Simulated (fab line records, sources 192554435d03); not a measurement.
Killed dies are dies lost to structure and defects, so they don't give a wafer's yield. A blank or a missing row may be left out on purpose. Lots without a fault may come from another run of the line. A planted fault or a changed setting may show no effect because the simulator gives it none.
fab line records | flow n5_finfet | part 1 of 2: steps 1 to 17 of 25
record lots=5 wafers=15 last_day=17
route steps=1938 shown SDB@357 DUMMY_REMOVAL@377
lots that met no fault: from a run of the same line without faults
start_h: hours from the record's first day to the start of the lot's first wafer shown | wait_h: hours since the lot's step before | " the same as in the row above | L1.1+2: a row that stands for several wafers | - no value, or no start given | * or withheld: withheld | < > ~ a bound
route shown NAME@n: a module of which the file shows steps, and the number in the route of the first | usual: mean/standard deviation of fault-free wafers | same: alike in all rows | chamber/n: place in a boat | sites: the reading at each site | _std_site: their standard deviation | _edge_site: outer sites' mean less inner sites' | radius_mm: how far each site lies from the wafer's centre | mask NAME#n: copy n | behind: the tool/chamber that last shaped the wafer | hold: why the lot was held/for how many hours/how that ended | device: the transistor (n, p or np) that didn't switch | end of line: the same wafers' tests at the end of the route | a step without rows: its recipe alone | killed: dies lost to structure and defects at the first sort, not the wafer's yield | map: a wafer's dies, x killed, . not, _ none there
set.NAME: the setting as run; set.NAME@STEP: as run at that earlier step | model.NAME: the simulator's own value behind a step, which no gauge read
lots at some steps of the route; a table a step, a row a wafer
services: from which hour (start_h, from the record's first day; less than 0 if before it) a tool's chamber was out of use, for how many hours, and why
## steps
# step N5_SDB_OVL_MEAS_12
# recipe points_per_wafer=44
# usual SDB_OVL=0.3/0.69
# columns lot.wafer tool chamber start_h wait_h SDB_OVL[nm]
L080.1 overlay-02 0 101.32 0.0 1.2
L080.2 " 0 " " -0.3
L080.5 " 0 " " -0.8
L083.1 overlay-02 0 117.11 0.0 0.3
L083.2 " 0 " " 0.5
L083.5 " 0 " " 1.4
L085.2 overlay-01 0 130.83 0.0 0.5
L085.4 " 0 " " -0.5
L085.5 " 0 " " 0.0
L090.2 overlay-02 0 161.87 0.0 1.0
L090.4 " 0 " " 0.0
L090.5 " 0 " " 0.0
L095.2 overlay-02 0 193.65 0.0 1.2
L095.4 " 0 " " 1.4
L095.6 " 0 " " 0.9
# step N5_SDB_INSPECT_13
# recipe mode=adi inspect_instrument=brightfield
# usual raw_defect_count=69/32
# columns lot.wafer tool chamber start_h wait_h raw_defect_count
L080.1 defect_inspect-02 - 101.34 0.0 59
L080.2 " - " " 61
L080.5 " - " " 140
L083.1 defect_inspect-02 - 117.14 0.0 25
L083.2 " - " " 41
L083.5 " - " " 37
L085.2 defect_inspect-01 - 130.86 0.0 71
L085.4 " - " " 160
L085.5 " - " " 87
L090.2 defect_inspect-01 - 161.89 0.0 79
L090.4 " - " " 66
L090.5 " - " " 51
L095.2 defect_inspect-02 - 193.68 0.0 34
L095.4 " - " " 37
L095.6 " - " " 48
# step N5_SDB_DESCUM_16
# recipe chemistry=O2 time_s=7.9 source_power_w=50 bias_power_w=20 pressure_mtorr=20 rf_frequency_hz=2.712e+07 temp_c=40 resist=CAR-ArF o2_flow_sccm=225
# usual chamber_pressure_mTorr=20.000/0.019 drypump_motor_current_A=5.9/0.54 oes_product_au=0.79/0.09 rf_vpp_V=243.1/1.4 showerhead_plenum_p_Torr=2.09/0.084 throttle_valve_pct=20.51/0.16
# columns lot.wafer tool chamber start_h wait_h chamber_pressure_mTorr drypump_motor_current_A oes_product_au rf_hours_counter_h rf_vpp_V showerhead_plenum_p_Torr throttle_valve_pct
L080.1 rie_diel-01 1 101.38 0.0 19.937 6.0 0.92 23 244.8 2.14 20.62
L080.2 " 2 " " 20.019 6.8 0.78 128 243.2 2.09 20.33
L080.5 " 3 " " 19.982 5.4 0.79 - 242.7 2.11 20.69
L083.1 rie_diel-05 1 117.37 0.2 20.018 6.7 0.72 182 241.8 2.01 20.51
L083.2 " 2 " " 19.999 5.7 0.94 11 242.0 2.15 20.64
L083.5 " 3 " " 20.007 5.9 0.70 - 241.9 1.98 20.86
L085.2 rie_diel-02 1 130.89 0.0 20.013 5.5 0.75 162 241.4 2.01 20.46
L085.4 " 0 " " 19.997 6.0 0.69 - 240.9 1.98 20.50
L085.5 " 1 " " 19.998 5.5 0.76 - 242.9 2.01 20.46
L090.2 rie_diel-05 0 162.02 0.1 20.021 6.5 0.82 97 245.2 2.20 20.33
L090.4 " 2 " " 20.032 5.7 0.89 28 243.5 2.15 20.70
L090.5 " 3 " " 19.973 5.9 0.99 - 244.5 2.24 20.49
L095.2 rie_diel-02 2 193.71 0.0 19.996 5.1 0.91 18 243.8 2.05 20.18
L095.4 " 1 " " 19.964 5.5 0.73 191 241.9 2.00 20.51
L095.6 " 2 " " 19.991 5.1 0.90 - 243.0 2.05 20.19
# step N5_SDB_ETCH_17
# recipe chemistry=CF4 target=SiARC target_depth_a=234 mask_material=CAR-ArF time_s=39 ion_energy_ev=80 pressure_mtorr=40 source_w=545 bias_w=36 Ar_flow_sccm=100 cf4_flow_sccm=100 ends=cleared
# usual cf4_flow_sccm=100.0/0.31 chamber_pressure_mTorr=39.99/0.04 drypump_motor_current_A=5.9/0.54 etch_rf_on_time_s=39.2/0.56 oes_product_au=0.67/0.078 rf_vpp_V=184.0/1.2 showerhead_plenum_p_Torr=2.14/0.083 throttle_valve_pct=15.66/0.15
# columns lot.wafer tool chamber start_h wait_h cf4_flow_sccm chamber_pressure_mTorr drypump_motor_current_A etch_rf_on_time_s oes_product_au rf_hours_counter_h rf_vpp_V showerhead_plenum_p_Torr throttle_valve_pct
L080.1 rie_diel-01 1 101.41 0.0 100.2 39.98 6.0 37.9 0.79 23 185.1 2.19 15.71
L080.2 " 2 " " 100.0 40.01 6.8 39.0 0.66 128 184.7 2.16 15.64
L080.5 " 3 " " 99.9 40.08 5.4 39.3 0.67 - 183.1 2.15 15.81
L083.1 rie_diel-05 1 117.41 0.0 100.2 39.96 6.8 39.4 0.61 182 182.1 2.05 15.69
L083.2 " 2 " " 99.6 39.98 5.6 38.6 0.80 11 184.6 2.19 15.70
L083.5 " 3 " " 99.7 40.01 5.9 38.7 0.59 - 181.8 2.02 15.99
L085.2 rie_diel-02 1 130.93 0.0 100.1 40.00 5.4 39.8 0.64 162 184.7 2.05 15.63
L085.4 " 0 " " 99.9 39.98 6.0 39.7 0.59 - 182.3 2.02 15.69
L085.5 " 1 " " 100.5 39.97 5.4 39.8 0.64 - 181.7 2.05 15.65
L090.2 rie_diel-05 0 162.05 0.0 99.9 40.01 6.5 39.8 0.69 97 186.2 2.25 15.51
L090.4 " 2 " " 100.4 39.98 5.7 39.5 0.76 28 185.7 2.19 15.72
L090.5 " 3 " " 99.4 39.90 5.9 38.0 0.86 - 185.9 2.27 15.50
L095.2 rie_diel-02 2 193.74 0.0 99.9 40.01 5.1 38.6 0.77 18 183.3 2.11 15.36
L095.4 " 1 " " 100.1 40.04 5.4 40.2 0.61 191 184.2 2.04 15.70
L095.6 " 2 " " 100.0 39.96 5.1 38.5 0.77 - 184.7 2.11 15.36
# step N5_SDB_ETCH_18
# recipe chemistry=N2/H2 target=SOC target_depth_a=1000 overetch_a=200 mask_material=SiARC temp_c=40 time_s=150 ion_energy_ev=200 pressure_mtorr=30 source_w=840 bias_w=150 n2_flow_sccm=200 h2_flow_sccm=200
# usual chamber_pressure_mTorr=30.003/0.028 drypump_motor_current_A=5.9/0.54 oes_product_au=0.71/0.077 rf_vpp_V=523.7/3 showerhead_plenum_p_Torr=2.54/0.1 throttle_valve_pct=17.89/0.16
# columns lot.wafer tool chamber start_h wait_h chamber_pressure_mTorr drypump_motor_current_A oes_product_au rf_hours_counter_h rf_vpp_V showerhead_plenum_p_Torr throttle_valve_pct
L080.1 rie_diel-01 1 101.45 0.0 30.042 6.0 0.82 23 526.0 2.59 17.99
L080.2 " 2 " " 29.983 6.8 0.70 128 524.6 2.55 17.77
L080.5 " 3 " " 30.020 5.4 0.70 - 524.8 2.57 18.16
L083.1 rie_diel-05 1 117.44 0.0 30.016 6.7 0.64 182 519.4 2.42 17.90
L083.2 " 2 " " 29.983 5.6 0.83 12 527.3 2.60 17.99
L083.5 " 3 " " 30.025 5.9 0.62 - 518.1 2.39 18.24
L085.2 rie_diel-02 1 130.96 0.0 30.031 5.4 0.67 162 521.5 2.43 17.83
L085.4 " 0 " " 29.984 6.0 0.62 - 519.3 2.40 17.86
L085.5 " 1 " " 30.003 5.5 0.67 - 520.6 2.43 17.82
L090.2 rie_diel-05 0 162.09 0.0 30.022 6.6 0.73 97 528.4 2.67 17.72
L090.4 " 2 " " 29.998 5.7 0.79 28 524.5 2.59 18.01
L090.5 " 3 " " 29.988 6.0 0.87 - 528.6 2.71 17.83
L095.2 rie_diel-02 2 193.78 0.0 30.030 5.1 0.80 18 522.6 2.49 17.63
L095.4 " 1 " " 30.001 5.5 0.66 191 519.4 2.42 17.87
L095.6 " 2 " " 30.009 5.1 0.80 - 522.3 2.49 17.63
# step N5_SDB_STRIP_19
# recipe chemistry=N2/H2 temp_c=40 n2_flow_sccm=200 h2_flow_sccm=200 rf_frequency_hz=6e+07
# columns lot.wafer tool chamber start_h wait_h
L080.1+2+5 rie_diel-01 1,2,3 101.58 0.1
L083.1+2+5 rie_diel-05 1,2,3 117.57 0.1
L085.2+4+5 rie_diel-02 1,0,1 131.09 0.1
L090.2+4+5 rie_diel-05 0,2,3 162.21 0.1
L095.2+4+6 rie_diel-02 2,1,2 193.91 0.1
# step N5_SDB_STRIP_21
# recipe chemistry=CF4 resist=SiARC power_w=300 bias_power_w=75 pressure_mtorr=50 cf4_flow_sccm=150 rf_frequency_hz=6e+07
# usual cf4_flow_sccm=150.0/0.43 chamber_pressure_mTorr=50.00/0.044 drypump_motor_current_A=5.9/0.54 oes_product_au=0.78/0.085 rf_vpp_V=271.0/1.7 showerhead_plenum_p_Torr=1.79/0.067 throttle_valve_pct=13.63/0.16
# columns lot.wafer tool chamber start_h wait_h cf4_flow_sccm chamber_pressure_mTorr drypump_motor_current_A oes_product_au rf_hours_counter_h rf_vpp_V showerhead_plenum_p_Torr throttle_valve_pct
L080.1 rie_diel-01 1 101.59 0.0 150.0 50.01 6.0 0.91 23 271.3 1.83 13.63
L080.2 " 2 " " 149.6 49.97 6.8 0.78 128 270.7 1.80 13.59
L080.5 " 3 " " 149.8 49.97 5.4 0.78 - 272.3 1.80 13.75
L083.1 rie_diel-05 1 117.58 0.0 149.7 49.98 6.8 0.70 182 269.7 1.72 13.69
L083.2 " 2 " " 150.2 49.98 5.7 0.91 12 271.3 1.83 13.60
L083.5 " 3 " " 149.4 50.05 5.9 0.70 - 268.5 1.69 14.00
L085.2 rie_diel-02 1 131.10 0.0 150.5 50.05 5.5 0.74 162 269.7 1.72 13.61
L085.4 " 0 " " 149.9 49.96 6.0 0.68 - 268.2 1.70 13.70
L085.5 " 1 " " 150.3 50.01 5.5 0.75 - 269.4 1.72 13.63
L090.2 rie_diel-05 0 162.22 0.0 150.8 49.94 6.5 0.81 97 273.5 1.88 13.45
L090.4 " 2 " " 148.9 49.99 5.7 0.88 28 271.7 1.83 13.64
L090.5 " 3 " " 150.1 49.94 5.9 0.97 - 273.6 1.90 13.43
L095.2 rie_diel-02 2 193.92 0.0 150.3 49.96 5.1 0.88 18 269.6 1.77 13.32
L095.4 " 1 " " 150.5 50.01 5.5 0.72 191 269.2 1.71 13.68
L095.6 " 2 " " 150.2 50.01 5.1 0.89 - 270.8 1.77 13.31
# step N5_SDB_HM_OPEN_20
# recipe chemistry=CH3F/O2 target=SiNx mask_material=SOC target_depth_a=240 stop_on=poly-Si over_etch_frac=0.4 ion_energy_ev=120 pressure_mtorr=30 source_w=395 bias_w=73 Ar_flow_sccm=150 CH3F_flow_sccm=30 O2_flow_sccm=20
# usual chamber_pressure_mTorr=30.002/0.024 drypump_motor_current_A=5.9/0.54 oes_product_au=0.65/0.07 rf_vpp_V=296.2/2.9 showerhead_plenum_p_Torr=2.00/0.082 throttle_valve_pct=16.41/0.14
# columns lot.wafer tool chamber start_h wait_h chamber_pressure_mTorr drypump_motor_current_A oes_product_au rf_hours_counter_h rf_vpp_V showerhead_plenum_p_Torr throttle_valve_pct
L080.1 rie_diel-01 1 101.61 0.0 30.022 6.0 0.74 23 297.8 2.05 16.48
L080.2 " 2 " " 30.032 6.8 0.64 128 295.2 2.02 16.36
L080.5 " 3 " " 30.008 5.4 0.66 - 297.6 2.01 16.58
L083.1 rie_diel-05 1 117.60 0.0 29.964 6.8 0.58 182 291.4 1.91 16.43
L083.2 " 2 " " 29.978 5.7 0.76 12 295.6 2.05 16.44
L083.5 " 3 " " 30.007 5.9 0.58 - 294.7 1.88 16.74
L085.2 rie_diel-02 1 131.12 0.0 29.996 5.5 0.62 162 296.5 1.92 16.38
L085.4 " 0 " " 30.000 6.0 0.57 - 291.6 1.89 16.43
L085.5 " 1 " " 30.032 5.5 0.62 - 299.0 1.92 16.39
L090.2 rie_diel-05 0 162.24 0.0 30.009 6.6 0.67 97 299.8 2.11 16.26
L090.4 " 2 " " 30.027 5.7 0.73 29 297.3 2.04 16.47
L090.5 " 3 " " 30.012 5.9 0.81 - 300.7 2.13 16.28
L095.2 rie_diel-02 2 193.94 0.0 29.972 5.1 0.73 18 295.1 1.96 16.09
L095.4 " 1 " " 30.026 5.4 0.61 191 298.7 1.91 16.45
L095.6 " 2 " " 29.950 5.1 0.75 - 294.2 1.96 16.09
# step N5_SDB_STRIP_22
# recipe chemistry=N2/H2 power_w=1000 temp_c=250 h2_frac=0.65 overash_fraction=0.3 pressure_mtorr=withheld n2_flow_sccm=1750 h2_flow_sccm=3250
# usual drypump_motor_current_A=5.68/0.21 heater_power_w=379/23 oes_product_au=0.715/0.0044 strip_time_to_endpoint_s=96.3/0.35
# columns lot.wafer tool chamber start_h wait_h drypump_motor_current_A heater_power_w oes_product_au rf_hours_counter_h strip_time_to_endpoint_s
L080.1 plasma_asher-01 0 101.70 0.1 5.42 380 0.717 41 96.1
L080.2 " 1 " " 5.83 400 0.719 41 96.3
L080.5 " 1 " " 5.82 399 0.717 - 96.6
L083.1 plasma_asher-01 0 117.68 0.1 5.41 373 0.716 44 96.4
L083.2 " 1 " " 5.85 404 0.717 44 96.5
L083.5 " 1 " " 5.83 402 0.713 - 96.2
L085.2 plasma_asher-01 0 131.20 0.1 5.43 378 0.706 47 96.8
L085.4 " 0 " " 5.42 378 0.714 - 96.8
L085.5 " 0 " " 5.42 379 0.717 - 96.7
L090.2 plasma_asher-01 0 162.32 0.1 5.41 383 0.710 53 96.2
L090.4 " 0 " " 5.42 381 0.722 - 95.9
L090.5 " 1 " " 5.84 398 0.714 - 95.8
L095.2 plasma_asher-01 0 194.02 0.1 5.43 382 0.710 60 96.4
L095.4 " 1 " " 5.87 405 0.718 - 96.9
L095.6 " 0 " " 5.42 377 0.713 - 96.5
# step N5_SDB_PRECLEAN_23
# recipe chemistry=dHF time_s=30 temp_c=25 dilution=withheld
# columns lot.wafer tool chamber start_h wait_h
L080.1+2+5 wet_bench-03 1,4,0 101.84 0.1
L083.1+2+5 wet_bench-03 2,4,3 117.83 0.1
L085.2+4+5 wet_bench-04 0,1,7 131.35 0.1
L090.2+4+5 wet_bench-04 2,7,1 162.50 0.1
L095.2+4+6 wet_bench-03 4,5,1 194.17 0.1
# step N5_SDB_DUMMY_REMOVE_24
# recipe chemistry=TMAH temp_c=70 target=poly-Si stop_on=SiO2 target_depth_nm=142 conc_wt_pct=5 time_s=57 dry=ipa_marangoni rinse_time_s=30 rinse_temp_c=23
# columns lot.wafer tool chamber start_h wait_h
L080.1+2+5 wet_bench-03 1,4,0 101.85 0.0
L083.1+2+5 wet_bench-03 2,4,3 117.84 0.0
L085.2+4+5 wet_bench-04 0,1,7 131.36 0.0
L090.2+4+5 wet_bench-04 2,7,1 162.51 0.0
L095.2+4+6 wet_bench-03 4,5,1 194.18 0.0
# step N5_SDB_ETCH_25
# recipe chemistry=C4F6/O2 target=SiO2 target_depth_a=100 time_s=3.3 ion_energy_ev=250 mask_material=SiNx pressure_mtorr=30 source_w=345 bias_w=185 Ar_flow_sccm=300 C4F6_flow_sccm=10 O2_flow_sccm=10
# usual chamber_pressure_mTorr=30.000/0.025 drypump_motor_current_A=6.0/0.58 oes_product_au=0.80/0.092 rf_vpp_V=662/5.7 showerhead_plenum_p_Torr=2.85/0.096 throttle_valve_pct=21.27/0.15
# columns lot.wafer tool chamber start_h wait_h chamber_pressure_mTorr drypump_motor_current_A oes_product_au rf_hours_counter_h rf_vpp_V showerhead_plenum_p_Torr throttle_valve_pct
L080.1 rie_diel-02 1 102.36 0.5 30.050 5.5 0.75 150 667 2.74 21.17
L080.2 " 0 " " 30.000 6.0 0.69 226 654 2.69 21.13
L080.5 " 0 " " 30.022 6.0 0.69 - 653 2.69 21.13
L083.1 rie_diel-02 2 117.90 0.0 30.004 5.1 0.69 246 657 2.80 21.29
L083.2 " 3 " " 29.985 5.7 0.75 152 664 2.96 21.23
L083.5 " 2 " " 29.948 5.1 0.69 - 660 2.80 21.29
L085.2 rie_diel-05 2 131.42 0.0 30.005 5.6 0.91 18 665 2.91 21.37
L085.4 " 1 " " 29.983 6.8 0.71 - 652 2.72 21.20
L085.5 " 0 " " 29.987 6.6 0.83 - 671 3.00 21.11
L090.2 rie_diel-01 3 162.86 0.3 30.013 5.4 0.76 133 666 2.85 21.47
L090.4 " 0 " " 30.017 5.2 0.95 7 653 2.80 20.99
L090.5 " 2 " " 30.002 6.8 0.76 - 659 2.86 21.26
L095.2 rie_diel-01 1 194.75 0.5 29.988 6.0 0.86 59 665 2.90 21.48
L095.4 " 3 " " 30.009 5.4 0.75 145 665 2.85 21.48
L095.6 " 0 " " 29.995 5.3 0.93 - 655 2.79 21.01
# step N5_SDB_CUT_ETCH_26
# recipe chemistry=HBr/Cl2/O2 target=Si target_depth_a=1296 bt_time_s=20 mask_material=SiNx time_s=51.8 ion_energy_ev=* bias_w=* pressure_mtorr=10 icp_w=800 HBr_flow_sccm=150 Cl2_flow_sccm=80 O2_flow_sccm=12
# usual chamber_pressure_mTorr=10.000/0.0085 drypump_motor_current_A=5.8/0.58 oes_product_au=1.000/0.015 throttle_valve_pct=37.19/0.13
# columns lot.wafer tool chamber start_h wait_h chamber_pressure_mTorr drypump_motor_current_A oes_product_au rf_hours_counter_h throttle_valve_pct
L080.1 rie_si-04 3 102.45 0.1 10.003 6.8 0.979 122 37.13
L080.2 " 2 " " 10.002 5.3 1.007 91 37.25
L080.5 " 0 " " 10.007 6.3 1.000 - 37.29
L083.1 rie_si-06 0 117.99 0.1 9.993 6.0 0.989 62 37.20
L083.2 " 2 " " 9.992 6.1 1.007 104 37.14
L083.5 " 3 " " 9.985 6.0 1.002 - 36.89
L085.2 rie_si-04 3 131.50 0.1 10.006 6.8 0.997 122 37.11
L085.4 " 0 " " 9.999 6.3 1.001 19 37.28
L085.5 " 0 " " 10.003 6.3 1.005 - 37.29
L090.2 rie_si-06 0 162.95 0.1 10.004 6.1 0.987 63 37.19
L090.4 " 2 " " 10.010 6.1 1.007 105 37.14
L090.5 " 2 " " 10.002 6.1 1.026 - 37.14
L095.2 rie_si-01 2 194.84 0.1 10.004 5.0 0.999 35 37.11
L095.4 " 3 " " 9.999 5.8 0.966 117 37.07
L095.6 " 2 " " 9.998 5.0 0.996 - 37.11
# step N5_SDB_PRECLEAN_38
# recipe chemistry=dHF time_s=10 dilution=750:1 temp_c=25
# columns lot.wafer tool chamber start_h wait_h
L080.1+2+5 wet_bench-01 5,4,1 102.56 0.1
L083.1+2+5 wet_bench-04 6,0,1 118.11 0.1
L085.2+4+5 wet_bench-03 0,6,1 131.62 0.1
L090.2+4+5 wet_bench-01 3,4,0 163.07 0.1
L095.2+4+6 wet_bench-04 0,3,1 194.95 0.1
# step N5_SDB_PRECLEAN_39
# recipe chemistry=O3/DIW time_s=45 temp_c=22 o3_ppm=10
# columns lot.wafer tool chamber start_h wait_h
L080.1+2+5 wet_bench-01 5,4,1 102.57 0.0
L083.1+2+5 wet_bench-04 6,0,1 118.11 0.0
L085.2+4+5 wet_bench-03 0,6,1 131.63 0.0
L090.2+4+5 wet_bench-01 3,4,0 163.07 0.0
L095.2+4+6 wet_bench-04 0,3,1 194.96 0.0
# step N5_SDB_SRD_28
# recipe dry=ipa_marangoni time_s=30 temp_c=23 rinse_liquid=diw
# columns lot.wafer tool chamber start_h wait_h
L080.1+2+5 wet_bench-01 5,4,1 102.58 0.0
L083.1+2+5 wet_bench-04 6,0,1 118.13 0.0
L085.2+4+5 wet_bench-03 0,6,1 131.64 0.0
L090.2+4+5 wet_bench-01 3,4,0 163.08 0.0
L095.2+4+6 wet_bench-04 0,3,1 194.97 0.0
# step N5_SDB_ALD_29
# recipe material=SiNx target_thk_a=300 temp_c=400 ald_precursor_family=SiH2I2 ald_co_reactant=N2/H2-plasma pulse_time_s=1 ald_cycles=600 purge_time_s=2 co_reactant_purge_time_s=2 pressure_torr=2
# usual heater_power_w=836/76 precursor_pulse_height_rel=1.002/0.021
# columns lot.wafer tool chamber start_h wait_h heater_power_w precursor_pulse_height_rel
L080.1 ald_sin-03 3 102.64 0.0 842 1.025
L080.2 " 1 " " 742 0.986
L080.5 " 1 103.99 1.4 730 1.003
L083.1 ald_sin-04 1 118.17 0.0 854 1.032
L083.2 " 3 " " 953 1.022
L083.5 " 1 119.53 1.4 843 0.967
L085.2 ald_sin-01 3 131.69 0.0 786 0.986
L085.4 " 2 " " 955 1.000
L085.5 " 3 133.04 1.4 799 1.014
L090.2 ald_sin-03 2 163.13 0.0 918 0.988
L090.4 " 1 " " 750 0.987
L090.5 " 3 164.49 1.4 833 1.015
L095.2 ald_sin-01 2 195.02 0.0 961 1.013
L095.4 " 1 " " 887 1.032
L095.6 " 0 196.37 1.4 798 1.002
